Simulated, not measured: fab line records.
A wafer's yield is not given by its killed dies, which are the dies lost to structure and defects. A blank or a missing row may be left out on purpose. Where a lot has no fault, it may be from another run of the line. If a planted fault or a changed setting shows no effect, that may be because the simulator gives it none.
Chamber matching -- flow nand harc -- rie si-06 running NHARC_A_ZERO_WELL_ETCH_13: 3 sister chambers
The step etches the open film in HBr/Cl2, target depth 120 nm, time 40.1 s. 3 wafers are shown with their chamber, then 8 later ones without.

== WAFERS WITH THEIR CHAMBER ==
wafer,chamber,drypump motor current A (A)
L091.1,2,6.4
L091.2,1,5.4
L091.3,0,5.3

== WAFERS WITH NO CHAMBER GIVEN ==
wafer,drypump motor current A (A)
L093.1,5.4
L093.2,6.3
L093.5,5.3
L095.1,5.3
L095.2,5.4
L097.2,5.3
L097.5,5.3
L097.6,5.4

== CHAMBER TAKEN BY EACH ==
wafer,from the rows above,in truth
L093.1,1,1
L093.2,2,2
L093.5,0,0
L095.1,0,0
L095.2,1,1
L097.2,0,0
L097.5,0,0
L097.6,1,1
Correctly placed: 8 of 8. From these rows, 0 cannot be placed. Wrongly placed: 0.
How it was worked out, from the rows above alone: a wafer's distance from a chamber is the root of the sum, over the readings, of the square of ((its reading less the chamber's mean) divided by the reading's scatter). The wafer belongs to the nearest chamber; if the next one is less than 2 further off, it can't be placed. For every chamber, the mean is computed from those of its wafers that are shown. The scatter: root of mean squared gap, hidden wafer to nearest shown wafer, with one shown wafer a chamber.
